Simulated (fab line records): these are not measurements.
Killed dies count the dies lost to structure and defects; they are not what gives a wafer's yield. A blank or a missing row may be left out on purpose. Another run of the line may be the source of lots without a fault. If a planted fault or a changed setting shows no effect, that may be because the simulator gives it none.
fab line records | flow n5Finfet | part 2 of 2: steps 18 to 28 of 28
record lots=5 | wafers=15 | lastDay=18
route steps=1938 shown BEOL_M2@873
lots with no fault: from the same line, run without faults
startH: start of the lot's first displayed wafer, in hours after the record's first day | waitH: hours since the lot's step before | " repeats the value in the row above | L1.1+2: a single row standing in for several wafers | - no value, or no start was given | * or withheld: withheld | < > ~ a bound
route shown NAME@n: NAME is a module with steps in the file, n the number in the route of the first one | usual: average and standard deviation across the fault-free wafers | same: alike in all rows | chamber/n: place in a boat | sites: each site's reading | _std_site: standard deviation of those values | _edge_site: the outer-site mean with the inner-site mean subtracted | radiusMm: for every site, how far away it sits from the centre of the wafer | mask NAME#n: copy n | behind: the most recent tool/chamber to have shaped the wafer | hold: the reason the lot was held/the length of the hold in hours/how it ended | device: whichever transistor did not switch (one of n, p or np) | end of line: the tests these same wafers got at the end of their route | step lacking rows: just its recipe | killed: dies lost to structure and defects at the first sort, not the wafer's yield | map: the dies of a wafer, with x for killed, . for not killed, _ for no die there
set.NAME: the run value of the setting; set.NAME@STEP: its run value at that earlier step | model.NAME: the simulator's own value behind a step, which no gauge read
lots seen at some steps along the route; tables by step, rows by wafer
services: from which hour (startH, from the record's first day; less than 0 if before it) a tool's chamber was out of use, for how many hours, and why
## steps
# step N5_BEOL_M2_TRENCH_ETCH_37
# recipe chemistry=C4F6/O2 | targetDepthA=555.55 | target=SiOC | timeS=29.2 | ionEnergyEv=250 | pressureMtorr=30 | sourceW=355 | biasW=185 | Ar_flow_sccm=300 | C4F6_flow_sccm=10 | O2_flow_sccm=10
# usual drypumpMotorCurrentA=5.7/0.43 | mfcArSccm=300.0/0.88 | oesProductAu=0.77/0.09 | rfVppV=661/10 | showerheadPlenumPTorr=2.86/0.052 | throttleValvePct=20.87/0.17
lot.wafer | tool       | chamber | startH | waitH | drypumpMotorCurrentA | mfcArSccm | oesProductAu | rfHoursCounterH | rfVppV | showerheadPlenumPTorr | throttleValvePct
L074.1    | rieDiel-05 | 1       | -      | -     | 5.4                  | 301.1     | 0.75         | 163             | 658    | 2.82                  | 20.94
L074.2    | "          | 0       | "      | "     | 6.2                  | 298.5     | 0.73         | 160             | 669    | 2.84                  | 21.03
L074.4    | "          | 2       | "      | "     | 5.5                  | 299.9     | 0.68         | 209             | 667    | 2.83                  | 20.87
L080.1    | rieDiel-06 | 3       | -      | -     | 5.8                  | 300.7     | 0.73         | 182             | 647    | 2.82                  | 20.88
L080.2    | "          | 2       | "      | "     | 6.3                  | 300.3     | 0.70         | 211             | 688    | 2.82                  | 20.94
L080.4    | "          | 0       | "      | "     | 5.8                  | 301.3     | 0.88         | 40              | 674    | 2.88                  | 20.75
L083.4    | rieDiel-02 | 0       | -      | -     | 5.2                  | 301.0     | 0.69         | 233             | 656    | 2.91                  | 21.14
L083.5    | "          | 1       | "      | "     | 4.9                  | 299.8     | 0.69         | -               | 658    | 2.82                  | 21.00
L083.6    | "          | 0       | "      | "     | 5.2                  | 300.3     | 0.69         | -               | 654    | 2.91                  | 21.12
L091.2    | rieDiel-06 | 0       | -      | -     | 5.8                  | 298.7     | 0.86         | 54              | 673    | 2.87                  | 20.78
L091.3    | "          | 3       | "      | "     | 5.8                  | 299.8     | 0.71         | 196             | 649    | 2.81                  | 20.91
L091.5    | "          | 3       | "      | "     | 5.8                  | 299.4     | 0.71         | -               | 646    | 2.81                  | 20.92
L095.2    | rieDiel-02 | 0       | -      | -     | 5.2                  | 300.2     | 0.94         | 5               | 654    | 2.90                  | 20.74
L095.3    | "          | 2       | "      | "     | 5.8                  | 300.2     | 0.80         | 80              | 648    | 2.86                  | 20.79
L095.5    | "          | 3       | "      | "     | 6.4                  | 301.5     | 0.85         | -               | 669    | 2.98                  | 20.65
# step N5_BEOL_M2_ETCH_41
# recipe chemistry=CH3F/O2 | target=SiCN | targetDepthA=299 | taperDeg=2 | timeS=52.5 | ionEnergyEv=120 | maskMaterial=TiN | pressureMtorr=30 | sourceW=395 | biasW=75 | Ar_flow_sccm=150 | CH3F_flow_sccm=30 | O2_flow_sccm=20
# usual drypumpMotorCurrentA=5.7/0.42 | mfcArSccm=150.0/0.49 | oesProductAu=0.77/0.09 | rfVppV=297.6/1.1 | showerheadPlenumPTorr=2.01/0.039 | throttleValvePct=16.35/0.19
lot.wafer | tool       | chamber | startH | waitH | drypumpMotorCurrentA | mfcArSccm | oesProductAu | rfHoursCounterH | rfVppV | showerheadPlenumPTorr | throttleValvePct
L074.1    | rieDiel-05 | 1       | -      | -     | 5.4                  | 150.2     | 0.75         | 163             | 297.2  | 1.98                  | 16.46
L074.2    | "          | 0       | "      | "     | 6.2                  | 149.9     | 0.72         | 160             | 296.7  | 2.00                  | 16.51
L074.4    | "          | 2       | "      | "     | 5.5                  | 150.7     | 0.68         | 209             | 296.4  | 1.99                  | 16.38
L080.1    | rieDiel-06 | 3       | -      | -     | 5.8                  | 149.2     | 0.72         | 182             | 297.8  | 1.98                  | 16.40
L080.2    | "          | 2       | "      | "     | 6.3                  | 150.5     | 0.70         | 211             | 296.4  | 1.98                  | 16.48
L080.4    | "          | 0       | "      | "     | 5.8                  | 149.6     | 0.89         | 40              | 298.2  | 2.02                  | 16.16
L083.4    | rieDiel-02 | 0       | -      | -     | 5.2                  | 149.7     | 0.69         | 233             | 298.7  | 2.05                  | 16.65
L083.5    | "          | 1       | "      | "     | 5.0                  | 150.1     | 0.68         | -               | 295.8  | 1.98                  | 16.47
L083.6    | "          | 0       | "      | "     | 5.2                  | 149.7     | 0.69         | -               | 299.2  | 2.05                  | 16.63
L091.2    | rieDiel-06 | 0       | -      | -     | 5.8                  | 149.5     | 0.86         | 54              | 298.9  | 2.02                  | 16.21
L091.3    | "          | 3       | "      | "     | 5.8                  | 149.0     | 0.71         | 196             | 297.2  | 1.98                  | 16.43
L091.5    | "          | 3       | "      | "     | 5.8                  | 149.6     | 0.72         | -               | 296.9  | 1.98                  | 16.42
L095.2    | rieDiel-02 | 0       | -      | -     | 5.2                  | 150.9     | 0.94         | 5               | 298.6  | 2.04                  | 16.17
L095.3    | "          | 2       | "      | "     | 5.8                  | 149.6     | 0.81         | 80              | 298.4  | 2.01                  | 16.27
L095.5    | "          | 3       | "      | "     | 6.3                  | 150.6     | 0.87         | -               | 300.5  | 2.10                  | 16.15
# step N5_BEOL_M2_STRIP_97
# recipe chemistry=N2/H2 | timeS=10 | powerW=450 | tempC=40 | pressureMtorr=20 | rfFrequencyHz=6e+07 | biasPowerW=7 | n2FlowSccm=200 | h2FlowSccm=200
# usual drypumpMotorCurrentA=5.7/0.42 | oesProductAu=0.77/0.091 | rfVppV=59.2/0.95 | showerheadPlenumPTorr=2.55/0.052 | throttleValvePct=23.66/0.26
lot.wafer | tool       | chamber | startH | waitH | drypumpMotorCurrentA | oesProductAu | rfHoursCounterH | rfVppV | showerheadPlenumPTorr | throttleValvePct
L074.1    | rieDiel-05 | 1       | -      | -     | 5.4                  | 0.75         | 163             | 59.7   | 2.53                  | 23.80
L074.2    | "          | 0       | "      | "     | 6.2                  | 0.74         | 160             | 60.8   | 2.52                  | 23.80
L074.4    | "          | 2       | "      | "     | 5.5                  | 0.68         | 209             | 60.4   | 2.52                  | 23.56
L080.1    | rieDiel-06 | 3       | -      | -     | 5.8                  | 0.72         | 182             | 57.8   | 2.50                  | 23.46
L080.2    | "          | 2       | "      | "     | 6.3                  | 0.71         | 211             | 60.1   | 2.50                  | 23.55
L080.4    | "          | 0       | "      | "     | 5.8                  | 0.90         | 40              | 60.7   | 2.57                  | 23.86
L083.4    | rieDiel-02 | 0       | -      | -     | 5.2                  | 0.69         | 233             | 60.1   | 2.60                  | 23.97
L083.5    | "          | 1       | "      | "     | 5.0                  | 0.69         | -               | 57.8   | 2.49                  | 23.64
L083.6    | "          | 0       | "      | "     | 5.2                  | 0.69         | -               | 58.9   | 2.60                  | 23.97
L091.2    | rieDiel-06 | 0       | -      | -     | 5.8                  | 0.86         | 54              | 58.1   | 2.56                  | 23.88
L091.3    | "          | 3       | "      | "     | 5.8                  | 0.70         | 196             | 60.0   | 2.50                  | 23.47
L091.5    | "          | 3       | "      | "     | 5.8                  | 0.71         | -               | 60.0   | 2.50                  | 23.45
L095.2    | rieDiel-02 | 0       | -      | -     | 5.2                  | 0.94         | 5               | 59.9   | 2.59                  | 23.54
L095.3    | "          | 2       | "      | "     | 5.8                  | 0.82         | 80              | 57.3   | 2.56                  | 23.66
L095.5    | "          | 3       | "      | "     | 6.3                  | 0.87         | -               | 59.9   | 2.66                  | 23.01
# step N5_BEOL_M2_OCD_MEAS_38
# usual trenchDepthNm=55.2/1.1
lot.wafer | tool   | chamber | startH | waitH | trenchDepthNm
L074.1    | ocd-01 | -       | 148.61 | -     | 55.8
L074.2    | "      | -       | "      | "     | 55.5
L074.4    | "      | -       | "      | "     | 53.4
L080.1    | ocd-01 | -       | 200.80 | -     | 54.0
L080.2    | "      | -       | "      | "     | 54.9
L080.4    | "      | -       | "      | "     | 55.9
L083.4    | ocd-02 | -       | 204.18 | -     | 53.9
L083.5    | "      | -       | "      | "     | 54.1
L083.6    | "      | -       | "      | "     | 54.4
L091.2    | ocd-01 | -       | 244.16 | -     | 55.6
L091.3    | "      | -       | "      | "     | 55.1
L091.5    | "      | -       | "      | "     | 54.2
L095.2    | ocd-01 | -       | 280.12 | -     | 56.1
L095.3    | "      | -       | "      | "     | 54.5
L095.5    | "      | -       | "      | "     | 56.0
# step N5_BEOL_M2_HM_STRIP_39
# recipe chemistry=peroxideTinStrip | material=TiN | targetDepthA=250 | tempC=50 | timeS=158
lot.wafer  | tool        | chamber | startH | waitH
L074.1+2+4 | wetBench-03 | 4,6,3   | 148.64 | 0.0
L080.1+2+4 | wetBench-05 | 7,4,5   | 200.83 | 0.0
L083.4+5+6 | wetBench-03 | 3,0,1   | 204.20 | 0.0
L091.2+3+5 | wetBench-05 | 3,6,0   | 244.19 | 0.0
L095.2+3+5 | wetBench-05 | 0,6,7   | 280.15 | 0.0
# step N5_BEOL_M2_SRD_40
# recipe timeS=30 | tempC=23 | rinseLiquid=diw | dry=ipaMarangoni
lot.wafer  | tool        | chamber | startH | waitH
L074.1+2+4 | wetBench-03 | 4,6,3   | 148.69 | 0.0
L080.1+2+4 | wetBench-05 | 7,4,5   | 200.88 | 0.0
L083.4+5+6 | wetBench-03 | 3,0,1   | 204.25 | 0.0
L091.2+3+5 | wetBench-05 | 3,6,0   | 244.24 | 0.0
L095.2+3+5 | wetBench-05 | 0,6,7   | 280.20 | 0.0
# step N5_BEOL_M2_PRECLEAN_42
# recipe chemistry=residueRemover | timeS=60 | tempC=40
lot.wafer  | tool        | chamber | startH | waitH
L074.1+2+4 | wetBench-03 | 4,6,3   | 148.70 | 0.0
L080.1+2+4 | wetBench-05 | 7,4,5   | 200.90 | 0.0
L083.4+5+6 | wetBench-03 | 3,0,1   | 204.27 | 0.0
L091.2+3+5 | wetBench-05 | 3,6,0   | 244.26 | 0.0
L095.2+3+5 | wetBench-05 | 0,6,7   | 280.21 | 0.0
# step N5_BEOL_M2_SRD_43
# recipe timeS=30 | tempC=23 | rinseLiquid=diw | dry=ipaMarangoni
lot.wafer  | tool        | chamber | startH | waitH
L074.1+2+4 | wetBench-03 | 4,6,3   | 148.72 | 0.0
L080.1+2+4 | wetBench-05 | 7,4,5   | 200.91 | 0.0
L083.4+5+6 | wetBench-03 | 3,0,1   | 204.28 | 0.0
L091.2+3+5 | wetBench-05 | 3,6,0   | 244.27 | 0.0
L095.2+3+5 | wetBench-05 | 0,6,7   | 280.23 | 0.0
# step N5_BEOL_M2_CD_MEAS_35
# recipe targetCdNm=18 | targetCdYNm=22.2 | polarity=opening
# usual cdNm=18.1/0.4
lot.wafer | tool     | chamber | startH | waitH | cdNm
L074.1    | cdSem-03 | -       | 148.76 | 0.0   | 18.2
L074.2    | "        | -       | "      | "     | 19.1
L074.4    | "        | -       | "      | "     | 18.7
L080.1    | cdSem-03 | -       | 200.95 | 0.0   | 17.9
L080.2    | "        | -       | "      | "     | 17.8
L080.4    | "        | -       | "      | "     | 18.2
L083.4    | cdSem-03 | -       | 204.33 | 0.0   | 17.6
L083.5    | "        | -       | "      | "     | 17.9
L083.6    | "        | -       | "      | "     | 18.0
L091.2    | cdSem-03 | -       | 244.32 | 0.0   | 17.9
L091.3    | "        | -       | "      | "     | 18.3
L091.5    | "        | -       | "      | "     | 17.4
L095.2    | cdSem-01 | -       | 280.27 | 0.0   | 18.1
L095.3    | "        | -       | "      | "     | 17.5
L095.5    | "        | -       | "      | "     | 18.0
# step N5_BEOL_M2_DEGAS_44
# recipe ambient=vacuum | tempC=250 | timeS=60
# usual heaterPowerW=340/35
lot.wafer | tool          | chamber | startH | waitH | heaterPowerW
L074.1    | pvdSputter-02 | -       | 149.29 | 0.5   | 286
L074.2    | "             | -       | "      | "     | 288
L074.4    | "             | -       | "      | "     | 414
L080.1    | pvdSputter-03 | -       | 201.33 | 0.4   | 333
L080.2    | "             | -       | "      | "     | 303
L080.4    | "             | -       | "      | "     | 363
L083.4    | pvdSputter-01 | -       | 204.69 | 0.4   | 385
L083.5    | "             | -       | "      | "     | 388
L083.6    | "             | -       | "      | "     | 377
L091.2    | pvdSputter-03 | -       | 244.64 | 0.3   | 339
L091.3    | "             | -       | "      | "     | 311
L091.5    | "             | -       | "      | "     | 348
L095.2    | pvdSputter-02 | -       | 280.58 | 0.3   | 295
L095.3    | "             | -       | "      | "     | 426
L095.5    | "             | -       | "      | "     | 288
# step N5_BEOL_M2_PRE_CLEAN_45
# recipe gas=H2/He | timeS=30 | tempC=250
# usual heaterPowerW=340/36
lot.wafer | tool          | chamber | startH | waitH | heaterPowerW
L074.1    | pvdSputter-02 | -       | 149.33 | 0.0   | 280
L074.2    | "             | -       | "      | "     | 293
L074.4    | "             | -       | "      | "     | 413
L080.1    | pvdSputter-03 | -       | 201.37 | 0.0   | 329
L080.2    | "             | -       | "      | "     | 308
L080.4    | "             | -       | "      | "     | 355
L083.4    | pvdSputter-01 | -       | 204.74 | 0.0   | 370
L083.5    | "             | -       | "      | "     | 383
L083.6    | "             | -       | "      | "     | 378
L091.2    | pvdSputter-03 | -       | 244.68 | 0.0   | 340
L091.3    | "             | -       | "      | "     | 311
L091.5    | "             | -       | "      | "     | 352
L095.2    | pvdSputter-02 | -       | 280.62 | 0.0   | 294
L095.3    | "             | -       | "      | "     | 430
L095.5    | "             | -       | "      | "     | 292
## services
tool          | chamber | startH | hours | kind
rieDiel-05    | 3       | 118.81 | 5.5   | repair
pvdSputter-01 | -       | 143.59 | 5.2   | repair
euvScanner-02 | -       | 143.84 | 2.0   | repair
rieDiel-02    | 0       | 153.84 | 5.9   | repair
rieDiel-02    | 1       | 156.34 | 5.9   | repair
euvScanner-01 | -       | 160.84 | 1.0   | pm
euvScanner-02 | -       | 161.88 | 1.0   | pm
aldSin-03     | 0       | 163.40 | 1.3   | repair
rieDiel-02    | 0       | 190.66 | 4.0   | repair
euvScanner-01 | -       | 194.21 | 1.2   | repair
euvScanner-01 | -       | 198.47 | 4.6   | pm
aldSin-03     | 1       | 199.95 | 19.4  | repair
euvScanner-02 | -       | 200.07 | 0.3   | repair
rieDiel-02    | 2       | 212.97 | 7.8   | repair
euvScanner-01 | -       | 216.99 | 1.0   | pm
euvScanner-02 | -       | 218.00 | 1.0   | pm
euvScanner-02 | -       | 221.01 | 12.0  | pm
rieDiel-02    | 0       | 233.99 | 1.9   | repair
aldSin-01     | 0       | 250.48 | 10.1  | repair
aldSin-01     | -       | 255.63 | 2.8   | pm
euvScanner-02 | -       | 259.34 | 5.8   | pm
aldSin-03     | -       | 270.14 | 14.0  | pm
euvScanner-01 | -       | 273.14 | 1.0   | pm
rieDiel-02    | 2       | 274.60 | 2.7   | repair
